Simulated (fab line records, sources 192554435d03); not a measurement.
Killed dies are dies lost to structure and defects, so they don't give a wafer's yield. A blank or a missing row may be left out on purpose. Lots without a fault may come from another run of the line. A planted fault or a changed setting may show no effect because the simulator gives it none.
fab line records | flow n5_finfet
record lots=14 wafers=40 last_day=17
route steps=1938 shown BEOL_M12@1650 BEOL_M15@1811 MIM_TOP@1835
lots that met no fault: from a run of the same line without faults
start_h: hours from the record's first day to the start of the lot's first wafer shown | wait_h: hours since the lot's step before | " the same as in the row above | L1.1+2: a row that stands for several wafers | - no value, or no start given | * or withheld: withheld | < > ~ a bound
route shown NAME@n: a module of which the file shows steps, and the number in the route of the first | usual: mean/standard deviation of fault-free wafers | same: alike in all rows | chamber/n: place in a boat | sites: the reading at each site | _std_site: their standard deviation | _edge_site: outer sites' mean less inner sites' | radius_mm: how far each site lies from the wafer's centre | mask NAME#n: copy n | behind: the tool/chamber that last shaped the wafer | hold: why the lot was held/for how many hours/how that ended | device: the transistor (n, p or np) that didn't switch | end of line: the same wafers' tests at the end of the route | a step without rows: its recipe alone | killed: dies lost to structure and defects at the first sort, not the wafer's yield | map: a wafer's dies, x killed, . not, _ none there
set.NAME: the setting as run; set.NAME@STEP: as run at that earlier step | model.NAME: the simulator's own value behind a step, which no gauge read
steps of the route over a sample of lots; a table a step, a row a wafer
services: from which hour (start_h, from the record's first day; less than 0 if before it) a tool's chamber was out of use, for how many hours, and why
## steps
# step N5_BEOL_M12_SPUTTER_45
# recipe material=Cu target_thk_a=800 temp_c=-20 bias_v=60 power_w=26000 chamber_pressure_pa=0.13 time_s=13.33
# usual substrate_temp_c=-20.00/0.11 throttle_valve_pct=29.7/0.89
# columns lot.wafer tool chamber start_h wait_h substrate_temp_c throttle_valve_pct
L349.1 pvd_sputter-01 - 220.98 0.0 -19.68 28.4
L349.2 " - " " -19.93 30.0
L349.4 " - " " -20.07 31.0
L351.1 pvd_sputter-01 - 241.35 0.0 -20.02 30.7
L351.2 " - " " -20.16 30.2
L351.4 " - " " -20.00 30.1
L352.1 pvd_sputter-01 - 248.36 0.0 -19.89 30.8
L352.2 " - " " -20.01 28.7
L352.5 " - " " -20.08 28.8
L353.2 pvd_sputter-03 - 256.27 0.0 -20.00 30.4
L353.3 " - " " -19.99 29.5
L353.5 " - " " -20.13 29.6
L354.1 pvd_sputter-02 - 263.72 0.0 -20.17 30.9
L354.2 " - " " -19.71 29.0
L354.6 " - " " -19.99 29.0
L355.1 pvd_sputter-03 - 266.42 0.0 -19.89 29.8
L355.2 " - " " -20.14 29.6
L355.4 " - " " -20.03 30.8
L359.4 pvd_sputter-03 - 288.79 0.0 -19.97 29.6
L359.5 " - " " -19.87 29.6
L362.4 pvd_sputter-03 - 314.80 0.0 -19.88 30.5
L362.5 " - " " -19.90 30.6
L366.2 pvd_sputter-01 - 333.65 0.0 -20.08 30.4
L366.3 " - " " -20.24 30.6
L366.5 " - " " -20.05 28.6
L368.1 pvd_sputter-02 - 347.79 0.0 -19.80 29.2
L368.5 " - " " -20.00 30.9
L368.6 " - " " -19.95 29.0
L369.2 pvd_sputter-01 - 355.73 0.0 -20.13 30.6
L369.4 " - " " -20.08 29.9
L369.6 " - " " -20.06 30.2
L370.1 pvd_sputter-01 - 359.35 0.0 -19.83 30.1
L370.3 " - " " -19.90 30.3
L370.5 " - " " -20.00 30.0
L371.2 pvd_sputter-02 - 368.37 0.0 -20.09 28.8
L371.4 " - " " -19.96 29.7
L371.6 " - " " -20.15 28.6
L372.2 pvd_sputter-01 - 374.29 0.0 -20.08 30.3
L372.3 " - " " -20.06 30.5
L372.4 " - " " -20.11 30.4
# step N5_BEOL_M15_STRIP_36
# recipe chemistry=O2 power_w=600 temp_c=60 pressure_mtorr=30 rf_frequency_hz=6e+07 bias_power_w=0 overash_fraction=0.3 o2_flow_sccm=225
# usual drypump_motor_current_A=5.5/0.41 oes_product_au=0.79/0.057 rf_vpp_V=3.6/0.94 showerhead_plenum_p_Torr=2.10/0.087 temp_c=59.98/0.13 throttle_valve_pct=16.60/0.16
# columns lot.wafer tool chamber start_h wait_h drypump_motor_current_A oes_product_au rf_hours_counter_h rf_vpp_V showerhead_plenum_p_Torr temp_c throttle_valve_pct
L349.1 rie_diel-05 1 237.98 1.7 5.9 0.87 56 4.0 2.14 60.22 16.69
L349.2 " 3 " " 5.2 0.82 63 2.0 2.14 60.16 16.59
L349.4 " 2 " " 5.1 0.80 83 4.7 2.21 59.81 16.50
L351.1 rie_diel-06 3 255.29 0.5 5.9 0.78 164 3.1 1.92 59.87 16.38
L351.2 " 2 " " 5.4 0.80 116 3.9 2.23 60.06 16.70
L351.4 " 2 " " 5.4 0.80 - 3.7 2.23 59.97 16.71
L352.1 rie_diel-05 1 270.90 4.8 5.8 0.84 67 4.7 2.14 59.82 16.72
L352.2 " 3 " " 5.2 0.80 73 2.5 2.13 60.05 16.62
L352.5 " 0 " " 6.0 0.80 - 3.3 2.11 59.86 16.61
L353.2 rie_diel-05 0 279.93 1.5 6.1 0.79 98 4.0 2.11 60.17 16.59
L353.3 " 2 " " 5.1 0.80 97 2.6 2.21 59.87 16.56
L353.5 " 2 " " 5.1 0.81 - 4.1 2.21 59.95 16.55
L354.1 rie_diel-02 1 281.45 0.0 6.0 0.74 178 4.9 1.98 60.16 16.35
L354.2 " 0 " " 5.0 0.71 201 4.1 2.09 59.86 16.80
L354.6 " 0 " " 5.0 0.74 - 4.1 2.09 60.06 16.78
L355.1 rie_diel-06 0 288.91 4.2 5.6 0.87 49 5.3 2.11 60.09 16.33
L355.2 " 1 " " 4.7 0.94 9 6.3 2.06 59.82 16.36
L355.4 " 3 " " 5.9 0.76 171 4.1 1.92 60.10 16.39
L359.4 rie_diel-05 2 304.70 0.5 5.1 0.79 103 3.6 2.21 59.96 16.56
L359.5 " 1 " " 5.8 0.84 - 3.3 2.14 59.79 16.75
L362.4 rie_diel-02 1 339.32 7.9 6.0 0.76 194 4.2 1.98 60.21 16.37
L362.5 " 3 " " 5.5 0.71 - 4.1 2.16 60.21 16.70
L366.2 rie_diel-06 3 354.53 0.0 5.9 0.75 189 5.6 1.91 59.66 16.46
L366.3 " 2 " " 5.4 0.77 146 3.1 2.21 59.95 16.74
L366.5 " 2 " " 5.4 0.78 - 4.2 2.21 60.00 16.77
L368.1 rie_diel-06 3 366.43 0.8 5.9 0.76 194 2.5 1.91 59.66 16.43
L368.5 " 3 " " 5.9 0.75 - 4.3 1.91 59.74 16.44
L368.6 " 2 " " 5.4 0.78 - 3.9 2.21 59.84 16.75
L369.2 rie_diel-02 1 373.70 2.8 6.0 0.73 206 3.1 1.97 60.11 16.43
L369.4 " 3 " " 5.5 0.70 - 4.5 2.15 60.18 16.71
L369.6 " 1 " " 6.0 0.74 - 2.9 1.97 59.89 16.41
L370.1 rie_diel-05 3 377.77 2.6 5.2 0.77 107 3.3 2.12 59.89 16.67
L370.3 " 1 " " 5.8 0.80 97 3.9 2.13 59.93 16.82
L370.5 " 3 " " 5.1 0.77 - 4.7 2.12 59.94 16.68
L371.2 rie_diel-06 3 386.88 2.8 5.9 0.74 199 2.4 1.91 59.94 16.45
L371.4 " 1 " " 4.7 0.85 36 3.0 2.05 60.15 16.41
L371.6 " 1 " " 4.7 0.85 - 3.2 2.05 60.09 16.44
L372.2 rie_diel-05 0 399.03 6.1 6.1 0.77 136 1.4 2.09 59.99 16.67
L372.3 " 1 " " 5.9 0.81 103 4.1 2.13 60.05 16.79
L372.4 " 2 " " 5.1 0.76 131 2.3 2.20 59.88 16.64
# step N5_BEOL_M15_SPUTTER_45
# recipe material=Cu target_thk_a=1000 temp_c=-20 bias_v=60 power_w=26000 chamber_pressure_pa=0.13 time_s=16.67
# usual substrate_temp_c=-19.99/0.11 throttle_valve_pct=29.7/0.9
# columns lot.wafer tool chamber start_h wait_h substrate_temp_c throttle_valve_pct
L349.1 pvd_sputter-01 - 238.79 0.0 -20.09 28.5
L349.2 " - " " -20.09 30.3
L349.4 " - " " -19.89 30.2
L351.1 pvd_sputter-01 - 255.98 0.0 -20.04 30.2
L351.2 " - " " -19.86 30.7
L351.4 " - " " -19.87 30.0
L352.1 pvd_sputter-02 - 271.52 0.0 -20.09 28.9
L352.2 " - " " -19.82 30.9
L352.5 " - " " -19.77 31.1
L353.2 pvd_sputter-03 - 280.88 0.0 -20.07 30.5
L353.3 " - " " -20.00 29.5
L353.5 " - " " -19.94 29.9
L354.1 pvd_sputter-01 - 282.11 0.0 -20.13 28.7
L354.2 " - " " -19.87 30.9
L354.6 " - " " -20.03 30.2
L355.1 pvd_sputter-01 - 289.51 0.0 -20.06 30.2
L355.2 " - " " -19.97 30.7
L355.4 " - " " -19.95 28.4
L359.4 pvd_sputter-01 - 305.47 0.0 -19.98 30.3
L359.5 " - " " -20.01 30.7
L362.4 pvd_sputter-01 - 340.13 0.0 -20.23 30.5
L362.5 " - " " -20.01 30.0
L366.2 pvd_sputter-01 - 355.37 0.0 -19.75 28.5
L366.3 " - " " -19.96 30.3
L366.5 " - " " -20.07 30.0
L368.1 pvd_sputter-03 - 367.75 0.0 -20.00 28.0
L368.5 " - " " -19.96 29.7
L368.6 " - " " -20.09 29.7
L369.2 pvd_sputter-02 - 374.34 0.0 -20.09 29.3
L369.4 " - " " -20.01 31.2
L369.6 " - " " -20.03 28.9
L370.1 pvd_sputter-01 - 378.63 0.0 -19.96 28.6
L370.3 " - " " -20.05 30.1
L370.5 " - " " -20.01 30.5
L371.2 pvd_sputter-02 - 387.61 0.0 -20.04 29.6
L371.4 " - " " -20.28 28.6
L371.6 " - " " -20.13 29.9
L372.2 pvd_sputter-03 - 399.92 0.0 -20.03 29.5
L372.3 " - " " -19.94 27.9
L372.4 " - " " -19.83 30.4
# step N5_BEOL_M15_RC_MEAS_101
# usual COMB_M10=1.5e-11/3.3e-12 COMB_M11=1.46e-11/2.8e-12 COMB_M12=7e-12/1.5e-12 COMB_M13=5.4e-12/1.1e-12 COMB_M14=3.9e-12/1e-12 COMB_M15=3e-12/8e-13 COMB_M5=3.6e-11/7.3e-12 COMB_M6=2.7e-11/4.4e-12 COMB_M7=2.6e-11/5.2e-12 COMB_M8=2.7e-11/5.3e-12 COMB_M9=1.52e-11/2.9e-12 SERP_M10=3.00/0.11 SERP_M11=3.12/0.096 SERP_M12=0.636/0.021 SERP_M12_max_site=0.649/0.023 SERP_M13=0.312/0.0068 SERP_M14=0.159/0.0059 SERP_M14_max_site=0.161/0.0061 SERP_M5=39.4/1.8 SERP_M6=13.6/0.64 SERP_M7=14.1/0.64 SERP_M8=14.0/0.79 SERP_M8_max_site=14.6/0.86 SERP_M9=3.09/0.09
# columns lot.wafer tool chamber start_h wait_h COMB_M10[S/m] COMB_M11[S/m] COMB_M12[S/m] COMB_M13[S/m] COMB_M14[S/m] COMB_M15[S/m] COMB_M5[S/m] COMB_M6[S/m] COMB_M7[S/m] COMB_M8[S/m] COMB_M9[S/m] SERP_M10[ohm/um] SERP_M11[ohm/um] SERP_M12[ohm/um] SERP_M12_max_site[ohm/um] SERP_M13[ohm/um] SERP_M14[ohm/um] SERP_M14_max_site[ohm/um] SERP_M5[ohm/um] SERP_M6[ohm/um] SERP_M7[ohm/um] SERP_M8[ohm/um] SERP_M8_max_site[ohm/um] SERP_M9[ohm/um]
L349.1 prober-02 0 239.93 0.0 1.9e-11 1.37e-11 9.3e-12 7.2e-12 4.8e-12 3.9e-12 3.6e-11 2.4e-11 2.6e-11 3.7e-11 1.69e-11 3.03 3.15 0.589 0.594 0.304 0.170 0.172 44.0 14.0 14.0 13.8 15.0 3.17
L349.2 " 0 " " 1.5e-11 1.6e-11 7.6e-12 6.3e-12 4.3e-12 3.8e-12 4.3e-11 2.5e-11 3e-11 1.9e-11 1.48e-11 2.94 3.11 0.614 0.628 0.310 0.173 0.175 39.9 13.7 14.2 13.8 14.5 3.10
L349.4 " 0 " " 1e-11 1.29e-11 6.9e-12 6.1e-12 5.6e-12 3.3e-12 3.6e-11 2.4e-11 2.8e-11 2e-11 1.75e-11 3.08 3.11 0.644 0.662 0.310 0.151 0.153 40.5 13.4 14.0 13.6 14.6 3.03
L351.1 prober-01 0 257.88 0.0 1.2e-11 1.29e-11 4.4e-12 5.5e-12 2.4e-12 1.8e-12 2.8e-11 2.3e-11 3.3e-11 2.5e-11 1.54e-11 3.12 3.04 0.648 0.660 0.306 0.152 0.154 39.3 13.6 14.3 14.8 15.8 3.19
L351.2 " 0 " " 1.1e-11 1.09e-11 7.4e-12 5.5e-12 2.9e-12 2e-12 2.7e-11 1.8e-11 2.4e-11 2.5e-11 1.82e-11 2.77 3.26 0.676 0.690 0.311 0.154 0.155 41.2 14.4 14.5 13.6 14.2 3.03
L351.4 " 0 " " 1.2e-11 1.05e-11 4.1e-12 4e-12 2e-12 2.4e-12 3e-11 2.6e-11 3.1e-11 1.8e-11 9.9e-12 2.86 3.12 0.650 0.665 0.307 0.164 0.166 39.7 13.1 13.3 14.1 14.5 3.16
L352.1 prober-01 0 272.76 0.0 1.7e-11 1.48e-11 6e-12 4.8e-12 4.6e-12 2.1e-12 4.2e-11 2.9e-11 2.4e-11 2.5e-11 1.82e-11 3.11 3.08 0.644 0.663 0.313 0.151 0.153 35.7 12.9 13.6 14.1 15.2 3.06
L352.2 " 0 " " 1.2e-11 1.34e-11 6.8e-12 4e-12 4.4e-12 1.7e-12 3e-11 2.7e-11 2.2e-11 2.2e-11 1.45e-11 2.93 3.26 0.623 0.634 0.308 0.149 0.150 39.4 14.8 14.6 14.6 15.1 2.95
L352.5 " 0 " " 1.6e-11 1.3e-11 4.9e-12 5.4e-12 2.6e-12 2.1e-12 3e-11 3.9e-11 1.6e-11 2.2e-11 1.82e-11 3.08 3.01 0.642 0.647 0.310 0.153 0.156 40.1 13.1 14.2 14.2 14.6 3.07
L353.2 prober-02 0 282.43 0.2 1.5e-11 1.67e-11 8.3e-12 5.5e-12 6.8e-12 3.4e-12 3.2e-11 2.4e-11 2.6e-11 2.4e-11 1.65e-11 3.13 3.14 0.643 0.653 0.314 0.157 0.158 40.4 13.0 12.7 12.8 13.1 2.97
L353.3 " 0 " " 1.5e-11 1.66e-11 8.6e-12 4.8e-12 4.7e-12 3.4e-12 3.2e-11 3e-11 2e-11 2.2e-11 1.74e-11 2.82 3.24 0.646 0.675 0.315 0.161 0.162 39.3 13.7 13.4 14.1 15.4 3.12
L353.5 " 0 " " 1.3e-11 1.63e-11 6.9e-12 6.5e-12 3.9e-12 3.4e-12 3e-11 2.6e-11 2.6e-11 2.6e-11 1.17e-11 3.06 3.14 0.600 0.615 0.324 0.167 0.169 38.3 14.1 13.5 13.5 13.7 3.06
L354.1 prober-01 0 283.26 0.0 1.6e-11 1.23e-11 6.3e-12 4.9e-12 2.2e-12 1.8e-12 2.1e-11 2.7e-11 2.5e-11 2.8e-11 1.55e-11 2.93 3.05 0.633 0.642 0.310 0.158 0.160 39.3 14.5 14.5 13.3 14.0 3.09
L354.2 " 0 " " 1.4e-11 1.78e-11 6e-12 4.9e-12 3.6e-12 3e-12 2.9e-11 2.6e-11 3.1e-11 2.7e-11 1.09e-11 2.84 3.24 0.642 0.649 0.311 0.171 0.173 40.5 13.5 15.1 14.1 14.4 3.20
L354.6 " 0 " " 1.3e-11 8.7e-12 5.1e-12 3.5e-12 4.6e-12 2.6e-12 3.5e-11 2.4e-11 2e-11 2.1e-11 1.32e-11 3.09 3.11 0.639 0.648 0.312 0.172 0.174 38.6 12.5 13.1 14.3 14.8 3.12
L355.1 prober-01 0 291.36 0.0 1.1e-11 1.72e-11 4.6e-12 3.4e-12 3.1e-12 2.9e-12 3.8e-11 2.4e-11 1.8e-11 3e-11 1.55e-11 2.90 2.91 0.594 0.612 0.305 0.151 0.154 42.2 13.7 14.2 13.1 14.0 3.23
L355.2 " 0 " " 1.2e-11 1.73e-11 6.6e-12 4.6e-12 2.8e-12 3e-12 4.2e-11 3e-11 2.9e-11 3e-11 1.28e-11 3.16 2.98 0.646 0.673 0.304 0.149 0.150 38.7 13.8 15.3 13.3 14.1 3.09
L355.4 " 0 " " 1.3e-11 1.95e-11 5.8e-12 4.6e-12 3.5e-12 3.4e-12 2.8e-11 2.3e-11 2.2e-11 1.9e-11 1.67e-11 2.98 3.08 0.607 0.620 0.305 0.161 0.162 41.2 13.3 13.9 13.3 14.2 3.09
L359.4 prober-02 0 308.55 0.5 1.8e-11 1.41e-11 6.7e-12 6.3e-12 4.2e-12 4.8e-12 5.5e-11 2.8e-11 2e-11 3.1e-11 1.36e-11 2.92 3.11 0.646 0.655 0.323 0.172 0.176 36.1 16.0 14.2 15.4 16.0 2.97
L359.5 " 0 " " 1.6e-11 1.2e-11 7e-12 6.7e-12 4e-12 3.4e-12 3.9e-11 3.6e-11 2.8e-11 3e-11 1.38e-11 2.96 3.16 ~1538.5 ~1538.5 0.302 0.157 0.159 38.3 13.7 13.4 13.4 14.0 3.19
L362.4 prober-01 0 342.32 0.5 1.6e-11 1.98e-11 6.8e-12 3.8e-12 2.8e-12 2.1e-12 3.9e-11 2.2e-11 2.4e-11 2.8e-11 1.68e-11 2.95 2.98 0.628 0.647 0.310 0.158 0.160 42.2 12.9 14.9 14.1 15.4 3.18
L362.5 " 0 " " 1.4e-11 1.25e-11 6.6e-12 3.3e-12 3e-12 2e-12 3.2e-11 2.6e-11 2.6e-11 2.8e-11 1.63e-11 2.90 3.10 0.623 ~1538.5 0.319 0.161 0.162 41.1 12.9 14.1 12.4 12.6 3.13
L366.2 prober-02 0 357.74 0.2 1.3e-11 1.5e-11 6.2e-12 6.2e-12 5e-12 3e-12 2.7e-11 2.5e-11 2.6e-11 2.1e-11 1.46e-11 2.90 3.27 0.631 0.652 0.303 0.157 0.159 37.6 13.7 14.3 13.8 14.2 2.99
L366.3 " 0 " " 1.3e-11 1.27e-11 1.04e-11 5.4e-12 4e-12 3.6e-12 3.4e-11 2.4e-11 2.9e-11 2.7e-11 1.19e-11 3.02 3.00 0.630 0.646 0.322 0.163 0.165 37.7 12.8 12.9 14.3 14.9 2.91
L366.5 " 0 " " 1.3e-11 1.33e-11 8.3e-12 4.9e-12 5.7e-12 3.4e-12 2.6e-11 2.1e-11 4e-11 2.7e-11 1.33e-11 3.09 3.13 0.627 0.651 0.299 0.163 0.164 38.1 13.1 14.5 14.2 15.2 2.99
L368.1 prober-01 0 368.89 0.0 1.5e-11 1.11e-11 6.5e-12 5.6e-12 2.6e-12 2.4e-12 2.9e-11 2.6e-11 1.9e-11 2.1e-11 1.35e-11 3.00 2.95 0.637 0.649 0.315 0.159 0.161 37.6 13.7 15.1 13.3 13.7 3.06
L368.5 " 0 " " 1.4e-11 1.23e-11 5.7e-12 7.8e-12 3.5e-12 2.7e-12 4.2e-11 3e-11 3e-11 2.8e-11 1.29e-11 2.82 3.09 0.638 0.656 0.322 0.165 0.167 36.4 13.0 14.4 14.5 15.0 3.26
L368.6 " 0 " " 1.3e-11 1.1e-11 5.8e-12 4.5e-12 2.4e-12 3e-12 3.3e-11 2.6e-11 2.8e-11 2.5e-11 1.53e-11 2.98 3.04 0.618 0.638 0.312 0.158 0.160 41.2 13.8 14.4 13.9 14.8 3.10
L369.2 prober-01 0 375.65 0.2 1.8e-11 1.4e-11 7.2e-12 3.1e-12 3.6e-12 1.9e-12 4.1e-11 2.9e-11 1.8e-11 1.6e-11 1.59e-11 3.06 3.27 0.665 0.683 0.305 0.162 0.164 39.8 14.0 14.1 14.8 15.5 3.18
L369.4 " 0 " " 1.5e-11 1.02e-11 6.2e-12 3.2e-12 3.3e-12 2.6e-12 3.1e-11 3e-11 2.5e-11 3.4e-11 1e-11 2.96 3.14 0.644 0.656 0.312 0.154 0.155 38.6 13.2 15.0 13.5 14.0 3.13
L369.6 " 0 " " 1.1e-11 1.73e-11 6.7e-12 4.9e-12 3.5e-12 2.8e-12 3.7e-11 3.1e-11 2.2e-11 2.3e-11 1.43e-11 2.86 3.28 0.653 0.672 0.310 0.158 0.161 38.9 13.3 12.7 13.6 13.9 3.02
L370.1 prober-02 0 379.76 0.0 1.8e-11 1.65e-11 9.3e-12 4.6e-12 4.5e-12 3.9e-12 5.9e-11 2.2e-11 1.8e-11 2.3e-11 1.73e-11 3.01 3.15 0.613 0.618 0.310 0.159 0.160 42.7 14.1 14.3 13.1 13.9 3.11
L370.3 " 0 " " 2.5e-11 2.02e-11 1.19e-11 5.9e-12 4.6e-12 3.5e-12 3.9e-11 2.4e-11 2.2e-11 2.6e-11 1.6e-11 2.93 3.01 0.641 0.649 0.307 0.157 0.158 40.8 12.0 13.4 14.2 14.9 3.09
L370.5 " 0 " " 1.6e-11 1.33e-11 8.8e-12 6.2e-12 4.2e-12 3.7e-12 4.1e-11 3.1e-11 1.7e-11 2.5e-11 2.07e-11 2.89 3.03 0.626 0.635 0.313 0.160 0.162 43.8 13.8 15.0 14.1 15.0 3.04
L371.2 prober-02 0 388.93 0.2 1.7e-11 1.44e-11 8.6e-12 5.8e-12 4.4e-12 4e-12 5.8e-11 2.8e-11 3.8e-11 2.3e-11 1.48e-11 2.97 3.05 0.640 0.648 0.326 0.161 0.162 40.2 14.4 13.8 14.1 14.6 3.08
L371.4 " 0 " " 1.2e-11 1.68e-11 7.9e-12 6.9e-12 4.9e-12 3.8e-12 3.9e-11 2.6e-11 3.5e-11 2.5e-11 1.24e-11 2.86 3.06 0.641 0.652 0.308 0.159 0.160 40.1 13.8 13.8 13.7 14.0 2.97
L371.6 " 0 " " 1.7e-11 1.72e-11 8.2e-12 6.2e-12 4.2e-12 3.6e-12 3.9e-11 2.7e-11 3.6e-11 2.6e-11 1.11e-11 2.87 3.12 0.618 0.635 0.322 0.162 0.165 38.7 14.1 13.9 13.0 13.5 3.18
L372.2 prober-01 0 401.61 0.2 1.6e-11 1.02e-11 4.8e-12 3.1e-12 4e-12 1.7e-12 3.6e-11 2.2e-11 2.9e-11 3.6e-11 1.6e-11 3.07 3.27 0.610 0.616 0.311 0.151 0.152 41.0 13.3 14.4 14.3 14.9 2.98
L372.3 " 0 " " 1.2e-11 1.11e-11 6.4e-12 4.9e-12 2.1e-12 2.3e-12 3.8e-11 2.1e-11 2.1e-11 2.3e-11 9.8e-12 3.11 3.11 0.626 0.650 0.308 0.161 0.162 42.4 13.3 14.9 14.5 15.0 3.19
L372.4 " 0 " " 1.1e-11 1.11e-11 8.9e-12 4.4e-12 3.1e-12 1.5e-12 3.5e-11 2.8e-11 2.9e-11 2.3e-11 1.23e-11 3.07 3.18 0.637 0.648 0.324 0.153 0.155 38.1 14.3 13.9 13.5 14.0 3.09
# step N5_MIM_TOP_ALD_01
# recipe material=HfO2 target_thk_a=56 temp_c=withheld ald_precursor_family=Hf-amide ald_co_reactant=O3 pulse_time_s=1 purge_time_s=3 co_reactant_purge_time_s=2 co_reactant_pulse_time_s=3 ald_cycles=62
# usual precursor_pulse_height_rel=1.001/0.019
# same pulse_time_s=1
# columns lot.wafer tool chamber start_h wait_h precursor_pulse_height_rel
L349.1 ald_hk-01 1 - - 0.986
L349.2 " 0 " " 1.021
L349.4 " 3 " " 0.993
L351.1 ald_hk-03 2 - - 0.998
L351.2 " 3 " " 1.010
L351.4 " 0 " " 1.008
L352.1 ald_hk-03 2 - - 0.987
L352.2 " 3 " " 1.004
L352.5 " 1 " " 1.003
L353.2 ald_hk-01 2 - - 1.001
L353.3 " 3 " " 0.991
L353.5 " 2 " " 0.950
L354.1 ald_hk-02 0 - - 1.023
L354.2 " 2 " " 0.994
L354.6 " 3 " " 1.018
L355.1 ald_hk-01 0 - - 0.987
L355.2 " 2 " " 0.987
L355.4 " 3 " " 0.988
L359.4 ald_hk-01 3 - - 0.963
L359.5 " 3 " " 1.019
L362.4 ald_hk-02 2 - - 0.971
L362.5 " 2 " " 0.994
L366.2 ald_hk-03 3 - - 0.995
L366.3 " 2 " " 1.009
L366.5 " 2 " " 0.988
L368.1 ald_hk-01 3 - - 1.012
L368.5 " 3 " " 1.016
L368.6 " 2 " " 0.996
L369.2 ald_hk-01 1 - - 0.967
L369.4 " 0 " " 0.985
L369.6 " 0 " " 0.986
L370.1 ald_hk-02 2 - - 0.985
L370.3 " 1 " " 0.961
L370.5 " 3 " " 1.007
L371.2 ald_hk-03 2 - - 1.013
L371.4 " 1 " " 1.009
L371.6 " 3 " " 1.009
L372.2 ald_hk-03 1 - - 1.018
L372.3 " 0 " " 0.990
L372.4 " 3 " " 1.023
## services
# columns tool chamber start_h hours kind
rie_diel-05 2 208.68 3.8 repair
rie_diel-05 0 221.63 2.8 repair
rie_diel-06 1 237.52 - clean
rie_diel-06 1 237.52 - consumable_replace:focus_ring
rie_diel-06 1 237.52 21.4 scheduled_down
rie_diel-06 1 237.52 21.4 vent_cycle
ald_hk-03 - 246.71 1.8 repair
ald_hk-03 - 251.75 0.5 repair
rie_diel-06 3 272.94 8.2 repair
rie_diel-05 2 292.50 6.9 repair
ald_hk-01 - 329.16 3.3 repair
rie_diel-06 3 335.24 4.3 repair
pvd_sputter-02 - 335.77 2.8 repair
pvd_sputter-01 - 342.33 3.2 repair
rie_diel-06 1 347.84 8.6 repair
rie_diel-06 - 358.55 0.9 repair
rie_diel-05 1 359.64 5.6 repair
pvd_sputter-02 - 362.69 0.6 repair
rie_diel-05 - 365.21 1.2 repair
pvd_sputter-01 - 383.35 4.8 repair
pvd_sputter-01 - 391.72 2.1 repair
rie_diel-06 - 399.62 14.6 pm
rie_diel-05 1 400.40 3.8 repair
ald_hk-01 - 401.41 4.3 pm
## key
first_sign step=N5_BEOL_M15_RC_MEAS_101 reading=SERP_M12 direction=up sigmas=99+ usual=0.636 struck=~769.54 wafers_moved=1
effect step=N5_BEOL_M15_RC_MEAS_101 reading=SERP_M12_max_site direction=up sigmas=99+ usual=0.649 struck=~1538.5
met_at N5_BEOL_M12_SPUTTER_45
struck_lots L359,L362
struck_wafers L359.5,L362.5
sort_left_out L359.5,L362.5
not_acting_at N5_BEOL_M15_STRIP_36,N5_BEOL_M15_SPUTTER_45,N5_MIM_TOP_ALD_01
onset_between 266.42 288.79
fault kind=process_parameter_drift tool=pvd_sputter-03 chamber=- onset_h=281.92 steps=N5_BEOL_M12_SPUTTER_45 channel=time_s offset=* shape=step end_h=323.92 scope=struck_wafers_only acts_in=* stated=*
# sort_left_out: the simulated sort isn't trusted on such a fault, so these wafers' sort isn't shown, and their yield isn't known
